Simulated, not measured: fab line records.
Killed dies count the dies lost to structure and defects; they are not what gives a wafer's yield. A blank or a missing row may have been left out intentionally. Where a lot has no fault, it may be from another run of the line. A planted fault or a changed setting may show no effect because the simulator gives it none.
fab line records	flow n5_finfet
record lots=11	wafers=30	last_day=17
route steps=1938 shown BEOL_M4@1111 MIM_TOP@1835 MIM_TOP_LITHO@1849 MIM_BOT_LITHO@1864 MIM_BOT_ETCH@1866 PASSIVATION@1936
lots that met no fault: from a run of the same line without faults
start_h: hours from the record's first day to the start of the lot's first wafer shown	wait_h: hours since the lot's step before	" as in the row above	L1.1+2: a row that stands for several wafers	- no value, or no start given	* or withheld: withheld	< > ~ a bound
route shown NAME@n: a module of which the file shows steps, and the number in the route of the first	usual: mean and standard deviation over wafers with no fault	same: alike in all rows	chamber/n: place in a boat	sites: each site's reading	_std_site: how widely they spread, as a standard deviation	_edge_site: inner sites' mean taken away from outer sites' mean	radius_mm: for every site, how far away it sits from the centre of the wafer	mask NAME#n: copy n	behind: tool/chamber where the wafer was last shaped	hold: the reason the lot was held/the length of the hold in hours/how it ended	device: the n, p or np transistor that did not switch	end of line: at the end of the route, the tests of the same wafers	a step given without rows: its recipe and nothing more	killed: dies that structure and defects cost at the first sort, which is not the same as the wafer's yield	map: dies across one wafer; x = killed, . = not, _ = none there
set.NAME: the setting as run; set.NAME@STEP: as run at that earlier step	model.NAME: the simulator's own value behind a step, which no gauge read
one table for each step of the route and one row for each wafer, over a sample of lots
services: when a tool's chamber went out of use (start_h, in hours from the record's first day, below 0 if earlier), for how many hours, and the reason
## steps
# step N5_BEOL_M4_RC_MEAS_101
# usual DIBL_N=37.1/1.9	DIBL_P=37.2/2.3	IOFF_N=0.18/0.04	IOFF_P=0.23/0.044	ION_N=682/11	ION_P=468/8.6	SS_N=71.9/0.68	SS_P=73.5/0.74	VT_N=248/3.4	VT_P=-248/3.4
lot.wafer	tool	chamber	start_h	wait_h	DIBL_N[mV/V]	DIBL_P[mV/V]	IOFF_N[nA/um]	IOFF_P[nA/um]	ION_N[uA/um]	ION_P[uA/um]	SS_N[mV/dec]	SS_P[mV/dec]	VT_N[mV]	VT_P[mV]
L504.2	prober-01	0	190.67	0.2	36.9	36.5	0.16	0.24	675	468	72.0	73.9	249	-244
L504.3	"	0	"	"	37.0	37.8	0.17	0.28	681	473	72.5	74.3	250	-245
L504.5	"	0	"	"	34.1	34.2	0.12	0.20	673	469	70.9	72.2	253	-248
L505.1	prober-01	0	192.99	0.0	40.9	38.9	0.24	0.29	696	474	72.2	73.9	242	-246
L505.4	"	0	"	"	38.7	35.7	0.19	0.22	677	460	71.5	72.8	246	-248
L505.6	"	0	"	"	39.4	37.6	0.19	0.25	678	463	71.9	73.9	248	-248
L506.2	prober-01	0	200.67	0.2	33.4	32.2	0.12	0.17	669	460	71.7	71.5	251	-250
L506.3	"	0	"	"	37.4	36.3	0.18	0.22	675	459	71.8	72.9	251	-248
L506.6	"	0	"	"	34.6	34.1	0.14	0.19	674	462	71.1	72.6	252	-249
L508.1	prober-01	0	212.68	0.0	35.0	34.4	0.14	0.19	672	466	71.7	72.6	250	-251
L508.2	"	0	"	"	37.0	37.8	0.20	0.26	694	481	71.6	73.7	244	-244
L509.1	prober-02	0	216.78	0.0	35.6	34.3	0.13	0.16	683	460	71.8	72.7	252	-254
L509.3	"	0	"	"	36.6	35.9	0.17	0.19	696	481	71.9	72.9	249	-253
L509.6	"	0	"	"	37.1	36.2	0.17	0.20	693	474	71.8	73.7	248	-252
L510.1	prober-01	0	226.21	0.0	36.6	38.5	0.17	0.20	685	461	71.6	74.0	249	-254
L510.5	"	0	"	"	34.3	37.1	0.14	0.18	676	461	70.7	73.0	254	-251
L510.6	"	0	"	"	34.6	35.9	0.14	0.17	675	456	71.0	72.0	251	-255
L511.4	prober-02	0	235.29	0.5	38.6	40.8	0.19	0.26	694	468	72.2	74.1	248	-250
L511.5	"	0	"	"	39.9	42.4	0.22	0.29	702	486	71.9	75.0	246	-244
L511.6	"	0	"	"	34.0	34.9	0.12	0.18	671	468	70.4	72.1	254	-251
L513.2	prober-01	0	242.67	0.2	36.4	36.6	0.16	0.24	687	478	71.4	72.7	245	-246
L513.5	"	0	"	"	37.9	37.9	0.20	0.28	696	480	71.8	73.4	245	-246
L513.6	"	0	"	"	37.2	36.3	0.18	0.24	676	460	71.7	73.3	248	-246
L519.3	prober-01	0	276.53	0.3	36.9	35.7	0.17	0.18	666	444	73.2	73.4	250	-256
L519.4	"	0	"	"	37.8	35.7	0.19	0.19	670	452	73.0	73.2	251	-253
L522.1	prober-01	0	294.81	0.0	36.3	37.3	0.19	0.26	689	471	72.2	73.4	246	-245
L522.5	"	0	"	"	32.8	33.6	0.13	0.20	652	457	71.2	71.7	253	-250
L523.2	prober-02	0	297.97	0.2	36.4	36.7	0.17	0.21	672	459	71.2	73.0	248	-252
L523.3	"	0	"	"	36.8	36.7	0.17	0.22	671	454	72.2	73.5	248	-250
L523.6	"	0	"	"	37.0	37.2	0.18	0.23	675	460	71.9	73.8	247	-250
# step N5_MIM_TOP_ALD_01
# recipe material=HfO2	target_thk_a=56	temp_c=withheld	ald_precursor_family=Hf-amide	ald_co_reactant=O3	pulse_time_s=1	purge_time_s=3	co_reactant_purge_time_s=2	co_reactant_pulse_time_s=3	ald_cycles=62
# usual precursor_pulse_height_rel=0.997/0.021
lot.wafer	tool	chamber	start_h	wait_h	precursor_pulse_height_rel
L504.2	ald_hk-03	0	-	-	0.966
L504.3	"	1	"	"	0.991
L504.5	"	0	"	"	0.963
L505.1	ald_hk-03	1	-	-	0.993
L505.4	"	2	"	"	0.995
L505.6	"	0	"	"	0.961
L506.2	ald_hk-02	2	-	-	1.011
L506.3	"	3	"	"	1.026
L506.6	"	3	"	"	0.976
L508.1	ald_hk-01	1	-	-	1.005
L508.2	"	2	"	"	0.967
L509.1	ald_hk-01	2	-	-	1.028
L509.3	"	1	"	"	1.022
L509.6	"	0	"	"	1.022
L510.1	ald_hk-01	1	-	-	0.989
L510.5	"	3	"	"	0.992
L510.6	"	2	"	"	0.992
L513.2	ald_hk-01	2	-	-	1.015
L513.5	"	1	"	"	1.000
L513.6	"	2	"	"	1.013
L511.4	ald_hk-03	0	-	-	0.982
L511.5	"	3	"	"	1.018
L511.6	"	2	"	"	0.960
L519.3	ald_hk-01	1	-	-	1.010
L519.4	"	3	"	"	0.989
L522.1	ald_hk-03	1	-	-	1.009
L522.5	"	0	"	"	0.984
L523.2	ald_hk-01	3	-	-	1.014
L523.3	"	0	"	"	1.035
L523.6	"	0	"	"	1.006
# step N5_MIM_TOP_LITHO_INSPECT_12
# recipe mode=adi	inspect_instrument=macro
# usual raw_defect_count=2.0/1.4
lot.wafer	tool	chamber	start_h	wait_h	raw_defect_count
L504.2	defect_inspect-01	-	277.92	0.0	1
L504.3	"	-	"	"	1
L504.5	"	-	"	"	3
L505.1	defect_inspect-02	-	285.06	0.0	2
L505.4	"	-	"	"	2
L505.6	"	-	"	"	1
L506.2	defect_inspect-02	-	295.28	0.0	2
L506.3	"	-	"	"	1
L506.6	"	-	"	"	4
L508.1	defect_inspect-01	-	298.90	0.0	2
L508.2	"	-	"	"	3
L509.1	defect_inspect-02	-	310.58	0.0	1
L509.3	"	-	"	"	0
L509.6	"	-	"	"	3
L510.1	defect_inspect-01	-	317.52	0.0	5
L510.5	"	-	"	"	2
L510.6	"	-	"	"	0
L513.2	defect_inspect-02	-	327.95	0.0	2
L513.5	"	-	"	"	2
L513.6	"	-	"	"	3
L511.4	defect_inspect-02	-	329.59	0.0	3
L511.5	"	-	"	"	4
L511.6	"	-	"	"	2
L519.3	defect_inspect-01	-	367.27	0.0	2
L519.4	"	-	"	"	5
L522.1	defect_inspect-02	-	384.65	0.0	2
L522.5	"	-	"	"	3
L523.2	defect_inspect-02	-	392.33	0.0	1
L523.3	"	-	"	"	1
L523.6	"	-	"	"	1
# step N5_MIM_BOT_LITHO_INSPECT_12
# recipe mode=adi	inspect_instrument=macro
# usual raw_defect_count=2.0/1.3
lot.wafer	tool	chamber	start_h	wait_h	raw_defect_count
L504.2	defect_inspect-02	-	279.23	0.0	1
L504.3	"	-	"	"	2
L504.5	"	-	"	"	1
L505.1	defect_inspect-02	-	285.81	0.0	3
L505.4	"	-	"	"	0
L505.6	"	-	"	"	1
L506.2	defect_inspect-01	-	296.14	0.0	1
L506.3	"	-	"	"	2
L506.6	"	-	"	"	2
L508.1	defect_inspect-02	-	299.82	0.0	2
L508.2	"	-	"	"	1
L509.1	defect_inspect-01	-	311.44	0.0	4
L509.3	"	-	"	"	0
L509.6	"	-	"	"	1
L510.1	defect_inspect-01	-	318.39	0.0	0
L510.5	"	-	"	"	3
L510.6	"	-	"	"	1
L513.2	defect_inspect-02	-	328.86	0.0	2
L513.5	"	-	"	"	2
L513.6	"	-	"	"	2
L511.4	defect_inspect-01	-	330.57	0.0	0
L511.5	"	-	"	"	3
L511.6	"	-	"	"	1
L519.3	defect_inspect-01	-	368.14	0.0	3
L519.4	"	-	"	"	3
L522.1	defect_inspect-01	-	386.05	0.0	1
L522.5	"	-	"	"	0
L523.2	defect_inspect-01	-	393.20	0.0	2
L523.3	"	-	"	"	5
L523.6	"	-	"	"	2
# step N5_MIM_BOT_ETCH_ETCH_04
# recipe chemistry=CF4/O2	target=SiNx	target_depth_a=260	time_s=13	ion_energy_ev=100	pressure_mtorr=40	source_w=535	bias_w=49	Ar_flow_sccm=100	cf4_flow_sccm=100	O2_flow_sccm=10
# usual O2_flow_sccm=10.00/0.033	bias_w=49.01/0.14	chamber_pressure_mTorr=40.00/0.04	drypump_motor_current_A=5.7/0.42	oes_product_au=0.81/0.077	rf_vpp_V=242/4	showerhead_plenum_p_Torr=2.21/0.069	throttle_valve_pct=15.91/0.25
lot.wafer	tool	chamber	start_h	wait_h	O2_flow_sccm	bias_w	chamber_pressure_mTorr	drypump_motor_current_A	oes_product_au	rf_hours_counter_h	rf_vpp_V	showerhead_plenum_p_Torr	throttle_valve_pct
L504.2	rie_diel-05	0	279.33	0.0	10.01	49.05	39.93	5.5	0.77	104	245	2.29	15.62
L504.3	"	3	"	"	10.02	48.89	40.03	5.6	0.70	231	236	2.19	16.19
L504.5	"	0	"	"	10.02	48.97	39.97	5.6	0.78	-	246	2.29	15.60
L505.1	rie_diel-01	1	285.91	0.0	9.99	49.00	40.00	5.6	0.87	74	239	2.22	15.64
L505.4	"	2	"	"	10.02	49.07	40.05	5.7	0.97	8	242	2.16	15.99
L505.6	"	0	"	"	9.98	49.00	39.98	5.1	0.79	-	241	2.14	15.81
L506.2	rie_diel-05	3	296.27	0.1	9.98	49.26	39.97	5.6	0.71	236	234	2.18	16.19
L506.3	"	0	"	"	10.00	49.08	39.98	5.5	0.77	-	245	2.29	15.62
L506.6	"	3	"	"	10.05	49.02	40.07	5.6	0.70	-	234	2.18	16.20
L508.1	rie_diel-01	1	300.12	0.0	9.95	49.05	40.04	5.6	0.84	81	241	2.22	15.67
L508.2	"	2	"	"	9.95	49.24	40.05	5.8	0.95	14	243	2.16	15.99
L509.1	rie_diel-01	1	311.77	0.0	-	-	-	-	-	-	-	-	-
L509.3	"	2	"	"	-	-	-	-	-	-	-	-	-
L509.6	"	3	"	"	-	-	-	-	-	-	-	-	-
L510.1	rie_diel-01	2	318.49	0.0	-	-	-	-	-	-	-	-	-
L510.5	"	2	"	"	-	-	-	-	-	-	-	-	-
L510.6	"	1	"	"	-	-	-	-	-	-	-	-	-
L513.2	rie_diel-01	2	328.96	0.0	-	-	-	-	-	-	-	-	-
L513.5	"	2	"	"	-	-	-	-	-	-	-	-	-
L513.6	"	3	"	"	-	-	-	-	-	-	-	-	-
L511.4	rie_diel-05	2	331.18	0.0	10.01	48.98	40.00	6.2	0.88	-	240	2.23	15.75
L511.5	"	3	"	"	10.04	49.01	40.00	5.6	0.69	-	233	2.18	16.23
L511.6	"	0	"	"	9.98	48.65	40.00	5.5	0.75	-	246	2.28	15.66
L519.3	rie_diel-03	1	368.24	0.0	10.07	49.08	40.05	6.7	0.83	95	247	2.14	15.98
L519.4	"	0	"	"	9.93	49.08	40.07	5.5	0.88	47	240	2.33	15.54
L522.1	rie_diel-03	3	386.15	0.0	10.01	49.03	39.95	5.6	0.75	174	244	2.28	16.12
L522.5	"	0	"	"	9.99	49.14	39.83	5.5	0.87	-	242	2.32	15.53
L523.2	rie_diel-03	1	393.30	0.0	9.97	48.98	39.99	6.8	0.82	102	248	2.14	16.00
L523.3	"	0	"	"	10.02	48.97	39.95	5.5	0.87	55	242	2.32	15.54
L523.6	"	2	"	"	10.06	48.97	40.00	5.9	0.79	-	248	2.13	16.01
# step N5_PASSIVATION_PROBE_49
# usual defect_limited_yield=91.5/1.4	killed_at_M0_to_M3=32/9.7	killed_at_M4_up=14/5.3	killed_at_contacts=11/6	killed_at_front_end=39/14	killed_at_other=3.3/2.7	killed_dies=100/17	killed_on_rim=14/4	killed_open=66/13	killed_short=32/7.4	sort_bin_5_function=4.9/0.9	sort_bin_6_memory=3.2/0.72	sort_n_pass=1080/17	sort_yield_pct=91.5/1.4
# same gross_dies=1180	killed_at_back_side=0	sort_bin_4_leakage[%]=0	sort_bin_8_speed[%]=0
lot.wafer	tool	chamber	start_h	wait_h	defect_limited_yield[%]	killed_at_M0_to_M3	killed_at_M4_up	killed_at_contacts	killed_at_front_end	killed_at_other	killed_dies	killed_on_rim	killed_open	killed_short	sort_bin_5_function[%]	sort_bin_6_memory[%]	sort_n_pass	sort_yield_pct[%]
L504.2	prober-02	-	288.02	0.1	89.7	43	15	11	50	2	121	16	77	42	6.8	3.1	1059	89.7
L504.3	prober-02	-	288.07	0.1	90.6	44	14	7	42	4	111	20	68	40	5.6	3.3	1069	90.6
L504.5	prober-02	-	288.17	0.2	90.9	33	10	7	56	1	107	21	70	36	4.7	4.0	1073	90.9
L505.1	prober-02	-	294.63	0.0	89.0	34	12	27	52	5	130	10	89	41	6.6	4.3	1050	89.0
L505.4	prober-02	-	294.78	0.2	92.2	35	9	5	38	5	92	13	54	38	5.1	2.6	1088	92.2
L505.6	prober-02	-	294.88	0.3	90.8	39	15	9	44	2	109	19	69	40	5.3	3.7	1071	90.8
L506.2	prober-02	-	305.18	0.1	91.7	46	16	13	18	5	98	14	66	32	5.3	2.6	1082	91.7
L506.3	prober-02	-	305.23	0.1	90.8	39	27	17	23	3	109	10	76	32	6.0	3.0	1071	90.8
L506.6	prober-02	-	305.38	0.3	93.4	17	14	11	32	4	78	15	57	20	4.2	2.4	1102	93.4
L508.1	prober-02	-	311.33	0.0	93.1	27	17	19	17	2	82	9	51	30	4.1	2.6	1098	93.1
L508.2	prober-02	-	311.38	0.1	91.5	26	14	2	55	3	100	16	64	29	4.2	3.8	1080	91.5
L509.1	prober-02	-	322.81	0.0	0	25	14	23	41	1077	1180	152	73	31	96.7	3.1	0	0
L509.3	prober-02	-	322.91	0.1	0	30	10	28	21	1091	1180	152	56	32	96.9	2.6	0	0
L509.6	prober-02	-	323.06	0.3	0	59	18	18	20	1065	1180	152	90	27	96.2	3.6	0	0
L510.1	prober-01	-	328.69	0.0	0	37	12	12	62	1057	1180	152	81	40	95.4	4.1	0	0
L510.5	prober-01	-	328.89	0.2	0	25	11	22	51	1071	1180	152	73	39	96.2	3.6	0	0
L510.6	prober-01	-	328.94	0.3	0	34	11	17	54	1064	1180	152	88	36	95.8	3.8	0	0
L513.2	prober-01	-	337.44	0.1	0	34	10	18	35	1083	1180	152	58	39	97.0	2.7	0	0
L513.5	prober-01	-	337.59	0.2	0	32	14	5	20	1109	1180	152	54	20	97.5	2.0	0	0
L513.6	prober-01	-	337.64	0.3	0	25	19	15	23	1098	1180	152	57	29	96.4	3.2	0	0
L511.4	prober-01	-	341.66	0.2	93.0	31	8	12	30	2	83	12	57	24	4.0	2.7	1097	93.0
L511.5	prober-01	-	341.71	0.2	91.4	34	15	10	38	5	102	15	65	37	5.8	2.8	1078	91.4
L511.6	prober-01	-	341.76	0.3	91.7	36	14	14	31	3	98	12	60	35	4.5	3.6	1082	91.7
L519.3	prober-02	-	377.55	0.1	90.8	26	7	30	46	0	109	15	79	29	5.8	3.0	1071	90.8
L519.4	prober-02	-	377.60	0.2	89.5	24	10	21	67	2	124	13	80	42	5.9	4.1	1056	89.5
L522.1	prober-01	-	398.41	0.0	91.9	16	13	18	45	3	95	14	62	29	4.8	3.1	1085	91.9
L522.5	prober-01	-	398.61	0.2	87.4	51	22	8	63	5	149	18	96	52	6.9	5.1	1031	87.4
L523.2	prober-01	-	403.01	0.1	93.2	21	7	11	41	0	80	11	61	16	3.3	2.9	1100	93.2
L523.3	prober-01	-	403.06	0.1	92.9	15	11	7	46	5	84	14	50	34	4.7	1.9	1096	92.9
L523.6	prober-01	-	403.21	0.3	92.0	24	22	13	27	8	94	15	64	30	4.7	3.0	1086	92.0
# killed by level:class
L504.2 FIN_SAQP:geometric_particle:short=16 BEOL_M0_SAQP:geometric_particle:open=12 DUMMY_GATE:geometric_particle:open=8 MOL_CONTACT_COAG:geometric_particle:open=8 STI_FIN_REVEAL:geometric_particle:open=7 BEOL_M0_SAQP:geometric_particle:short=7 BEOL_M1:geometric_particle:open=7 FIN_SAQP:geometric_particle:open=6
L504.3 BEOL_M0_SAQP:geometric_particle:open=11 FIN_SAQP:geometric_particle:short=9 BEOL_M0_SAQP:geometric_particle:short=8 BEOL_M4:geometric_particle:open=7 GATE_CUT:geometric_particle:short=7 FIN_SAQP:geometric_particle:open=6 BEOL_M2:geometric_particle:open=6 BEOL_M3:geometric_particle:short=6
L504.5 STI_FIN_REVEAL:geometric_particle:open=23 BEOL_M0_SAQP:geometric_particle:open=10 FIN_SAQP:geometric_particle:short=8 BEOL_M0_SAQP:geometric_particle:short=6 GATE_CUT:geometric_particle:short=5 MOL_CONTACT_COAG:geometric_particle:open=5 BEOL_M3:geometric_particle:open=5 DUMMY_GATE:geometric_particle:open=4
L505.1 MOL_CONTACT_COAG:geometric_particle:open=25 FIN_SAQP:geometric_particle:short=15 FIN_SAQP:geometric_particle:open=15 BEOL_M2:geometric_particle:open=9 BEOL_M3:geometric_particle:open=8 BEOL_M0_SAQP:geometric_particle:open=8 BEOL_M4:geometric_particle:open=7 STI_FIN_REVEAL:geometric_particle:open=6
L505.4 STI_FIN_REVEAL:geometric_particle:open=12 BEOL_M0_SAQP:geometric_particle:open=10 FIN_SAQP:geometric_particle:short=9 BEOL_M2:geometric_particle:open=9 BEOL_M0_SAQP:geometric_particle:short=8 GATE_CUT:geometric_particle:short=7 MOL_CONTACT_COAG:geometric_particle:open=4 BEOL_M2:geometric_particle:short=4
L505.6 FIN_SAQP:geometric_particle:short=12 BEOL_M2:geometric_particle:open=12 BEOL_M0_SAQP:geometric_particle:short=10 STI_FIN_REVEAL:geometric_particle:open=9 MOL_CONTACT_COAG:geometric_particle:open=8 BEOL_M0_SAQP:geometric_particle:open=8 BEOL_M4:geometric_particle:open=7 BEOL_M1:geometric_particle:open=5
L506.2 MOL_CONTACT_COAG:geometric_particle:open=11 BEOL_M2:geometric_particle:open=10 BEOL_M0_SAQP:geometric_particle:open=9 BEOL_M1:geometric_particle:open=9 STI_FIN_REVEAL:geometric_particle:open=7 BEOL_M1:geometric_particle:short=5 BEOL_M3:geometric_particle:short=4 BEOL_M3:geometric_particle:open=4
L506.3 MOL_CONTACT_COAG:geometric_particle:open=14 BEOL_M3:geometric_particle:open=13 BEOL_M4:geometric_particle:open=10 BEOL_M1:geometric_particle:open=9 STI_FIN_REVEAL:geometric_particle:open=8 BEOL_M5:geometric_particle:short=5 STARTING-WAFER:geometric_particle:short=5 BEOL_M3:geometric_particle:short=4
L506.6 STI_FIN_REVEAL:geometric_particle:open=11 MOL_CONTACT_COAG:geometric_particle:open=10 BEOL_M3:geometric_particle:open=6 FIN_SAQP:geometric_particle:open=5 BEOL_M4:geometric_particle:open=5 GATE_CUT:geometric_particle:short=4 BEOL_M2:geometric_particle:open=4 GATE_CUT:geometric_particle:open=3
L508.1 MOL_CONTACT_COAG:geometric_particle:short=10 MOL_CONTACT_COAG:geometric_particle:open=9 BEOL_M2:geometric_particle:open=6 BEOL_M4:geometric_particle:open=6 BEOL_M1:geometric_particle:open=5 BEOL_M3:geometric_particle:open=5 BEOL_M0_SAQP:geometric_particle:open=4 BEOL_M0_SAQP:geometric_particle:short=4
L508.2 STI_FIN_REVEAL:geometric_particle:open=30 STI_FIN_REVEAL:geometric_particle:short=5 BEOL_M0_SAQP:geometric_particle:short=5 DUMMY_GATE:geometric_particle:short=4 BEOL_M4:geometric_particle:open=4 BEOL_M11:geometric_particle:open=4 HKMG_FIN:area_etch=4 FIN_SAQP:geometric_particle:short=3
L509.1 MIM_BOT_ETCH:area_etch=1075 MOL_CONTACT_COAG:geometric_particle:open=19 STI_FIN_REVEAL:geometric_particle:open=14 BEOL_M2:geometric_particle:open=7 BEOL_M4:geometric_particle:short=7 BEOL_M3:geometric_particle:open=6 FIN_SAQP:geometric_particle:short=5 FIN_SAQP:geometric_particle:open=4
L509.3 MIM_BOT_ETCH:area_etch=1091 MOL_CONTACT_COAG:geometric_particle:open=22 BEOL_M0_SAQP:geometric_particle:short=9 BEOL_M0_SAQP:geometric_particle:open=7 FIN_SAQP:geometric_particle:short=6 MOL_CONTACT_COAG:geometric_particle:short=6 BEOL_M3:geometric_particle:open=6 BEOL_M2:geometric_particle:open=5
L509.6 MIM_BOT_ETCH:area_etch=1062 MOL_CONTACT_COAG:geometric_particle:open=16 BEOL_M3:geometric_particle:open=14 BEOL_M2:geometric_particle:open=13 BEOL_M0_SAQP:geometric_particle:open=12 BEOL_M4:geometric_particle:open=9 STI_FIN_REVEAL:geometric_particle:open=8 BEOL_M0_SAQP:geometric_particle:short=7
L510.1 MIM_BOT_ETCH:area_etch=1056 FIN_SAQP:geometric_particle:open=14 STI_FIN_REVEAL:geometric_particle:open=13 MOL_CONTACT_COAG:geometric_particle:open=12 FIN_SAQP:geometric_particle:short=11 BEOL_M0_SAQP:geometric_particle:open=10 BEOL_M0_SAQP:geometric_particle:short=10 DUMMY_GATE:geometric_particle:open=7
L510.5 MIM_BOT_ETCH:area_etch=1067 FIN_SAQP:geometric_particle:short=16 STI_FIN_REVEAL:geometric_particle:open=15 MOL_CONTACT_COAG:geometric_particle:open=15 BEOL_M0_SAQP:geometric_particle:open=9 BEOL_M4:geometric_particle:open=8 FIN_SAQP:geometric_particle:open=7 MOL_CONTACT_COAG:geometric_particle:short=7
L510.6 MIM_BOT_ETCH:area_etch=1055 STI_FIN_REVEAL:geometric_particle:open=20 MOL_CONTACT_COAG:geometric_particle:open=16 FIN_SAQP:geometric_particle:open=9 BEOL_M0_SAQP:geometric_particle:short=9 STI_FIN_REVEAL:geometric_particle:short=8 BEOL_M2:geometric_particle:open=7 BEOL_M0_SAQP:geometric_particle:open=7
L513.2 MIM_BOT_ETCH:area_etch=1082 MOL_CONTACT_COAG:geometric_particle:open=14 BEOL_M0_SAQP:geometric_particle:open=13 BEOL_M0_SAQP:geometric_particle:short=11 STI_FIN_REVEAL:geometric_particle:open=8 FIN_SAQP:geometric_particle:short=7 FIN_SAQP:geometric_particle:open=6 BEOL_M4:geometric_particle:open=5
L513.5 MIM_BOT_ETCH:area_etch=1105 BEOL_M3:geometric_particle:open=10 BEOL_M0_SAQP:geometric_particle:open=9 STI_FIN_REVEAL:geometric_particle:open=7 BEOL_M0_SAQP:geometric_particle:short=7 MOL_CONTACT_COAG:geometric_particle:open=5 BEOL_M5:geometric_particle:open=4 FIN_SAQP:geometric_particle:open=3
L513.6 MIM_BOT_ETCH:area_etch=1094 MOL_CONTACT_COAG:geometric_particle:open=14 BEOL_M4:geometric_particle:open=10 BEOL_M0_SAQP:geometric_particle:short=8 BEOL_M0_SAQP:geometric_particle:open=6 FIN_SAQP:geometric_particle:short=4 FIN_SAQP:geometric_particle:open=4 GATE_CUT:geometric_particle:short=4
L511.4 MOL_CONTACT_COAG:geometric_particle:open=11 BEOL_M3:geometric_particle:open=9 STI_FIN_REVEAL:geometric_particle:open=6 FIN_SAQP:geometric_particle:short=5 BEOL_M0_SAQP:geometric_particle:short=5 BEOL_M0:geometric_particle:open=4 FIN_SAQP:geometric_particle:open=3 GATE_CUT:geometric_particle:short=3
L511.5 FIN_SAQP:geometric_particle:short=10 MOL_CONTACT_COAG:geometric_particle:open=10 BEOL_M4:geometric_particle:open=8 STI_FIN_REVEAL:geometric_particle:open=7 FIN_SAQP:geometric_particle:open=6 BEOL_M2:geometric_particle:open=6 BEOL_M3:geometric_particle:open=6 GATE_CUT:geometric_particle:short=5
L511.6 FIN_SAQP:geometric_particle:open=11 MOL_CONTACT_COAG:geometric_particle:open=11 BEOL_M0_SAQP:geometric_particle:short=9 BEOL_M2:geometric_particle:open=7 BEOL_M4:geometric_particle:open=7 FIN_SAQP:geometric_particle:short=6 BEOL_M1:geometric_particle:open=5 MOL_CONTACT_COAG:geometric_particle:short=3
L519.3 MOL_CONTACT_COAG:geometric_particle:open=28 FIN_SAQP:geometric_particle:open=10 FIN_SAQP:geometric_particle:short=9 BEOL_M0_SAQP:geometric_particle:open=8 STI_FIN_REVEAL:geometric_particle:open=7 BEOL_M1:geometric_particle:short=7 STARTING-WAFER:geometric_particle:open=7 BEOL_M0_SAQP:geometric_particle:short=4
L519.4 STI_FIN_REVEAL:geometric_particle:open=18 MOL_CONTACT_COAG:geometric_particle:open=16 FIN_SAQP:geometric_particle:open=15 FIN_SAQP:geometric_particle:short=12 MOL_CONTACT_COAG:geometric_particle:short=5 BEOL_M1:geometric_particle:short=5 BEOL_M2:geometric_particle:open=5 DUMMY_GATE:geometric_particle:open=4
L522.1 MOL_CONTACT_COAG:geometric_particle:open=13 FIN_SAQP:geometric_particle:open=8 STI_FIN_REVEAL:geometric_particle:open=7 BEOL_M3:geometric_particle:open=6 ILD0:geometric_particle:open=5 GATE_CUT:geometric_particle:short=5 MOL_CONTACT_COAG:geometric_particle:short=5 BEOL_M4:geometric_particle:open=5
L522.5 STI_FIN_REVEAL:geometric_particle:open=23 BEOL_M0_SAQP:geometric_particle:open=10 BEOL_M2:geometric_particle:open=10 BEOL_M0_SAQP:geometric_particle:short=8 BEOL_M3:geometric_particle:open=8 GATE_CUT:geometric_particle:short=7 MOL_CONTACT_COAG:geometric_particle:open=7 BEOL_M4:geometric_particle:open=7
L523.2 STI_FIN_REVEAL:geometric_particle:open=13 MOL_CONTACT_COAG:geometric_particle:open=8 FIN_SAQP:geometric_particle:open=7 BEOL_M0_SAQP:geometric_particle:open=7 STARTING-WAFER:geometric_particle:open=6 GATE_CUT:geometric_particle:short=4 BEOL_M0_SAQP:geometric_particle:short=4 BEOL_M3:geometric_particle:open=4
L523.3 STI_FIN_REVEAL:geometric_particle:open=10 GATE_CUT:geometric_particle:short=7 GATE_CUT:geometric_particle:open=6 MOL_CONTACT_COAG:geometric_particle:open=6 FIN_SAQP:geometric_particle:short=5 FIN_SAQP:geometric_particle:open=5 STI_FIN_REVEAL:geometric_particle:short=4 BEOL_M3:geometric_particle:open=4
L523.6 MOL_CONTACT_COAG:geometric_particle:open=11 STI_FIN_REVEAL:geometric_particle:open=8 BEOL_M0_SAQP:geometric_particle:open=7 BEOL_M4:geometric_particle:open=7 BEOL_M5:geometric_particle:open=5 GATE_CUT:geometric_particle:short=4 BEOL_M1:geometric_particle:open=4 PASS1_CAP:geometric_particle:short=4
## services
tool	chamber	start_h	hours	kind
rie_diel-05	2	253.64	-	clean
rie_diel-05	2	253.64	-	consumable_replace:focus_ring
rie_diel-05	2	253.64	17.4	scheduled_down
rie_diel-05	2	253.64	17.4	vent_cycle
rie_diel-03	0	277.30	4.8	repair
rie_diel-01	0	293.25	34.3	repair
rie_diel-05	2	294.72	3.8	repair
ald_hk-03	-	296.49	4.4	repair
rie_diel-05	0	303.23	6.3	repair
ald_hk-02	-	339.73	1.2	repair
rie_diel-03	3	353.62	2.7	repair
rie_diel-03	-	370.92	5.5	repair
rie_diel-01	-	391.33	0.1	repair
## key
first_sign step=N5_MIM_BOT_ETCH_ETCH_04	reading=tool_record	direction=missing
effect step=N5_PASSIVATION_PROBE_49	reading=killed_at_other	direction=up	sigmas=99+	usual=3.3	struck=1079.4
more_kills_born_at N5_MIM_BOT_ETCH_ETCH_04@rie_diel-01=9687
met_at N5_MIM_BOT_ETCH_ETCH_04
struck_lots L509,L510,L513
later_rows_left_out L509.1,L509.3,L509.6,L510.1,L510.5,L510.6,L513.2,L513.5,L513.6
not_acting_at N5_MIM_TOP_ALD_01,N5_MIM_TOP_LITHO_INSPECT_12,N5_MIM_BOT_LITHO_INSPECT_12
onset_between 300.12 311.77
fault kind=skipped_step_whole	tool=rie_diel-01	chamber=-	onset_h=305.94	steps=N5_MIM_BOT_ETCH_ETCH_04	scope=struck_lots_only
# later_rows_left_out: the simulator's readings of these wafers behind a module that went badly wrong aren't trusted and aren't shown, but for the sort
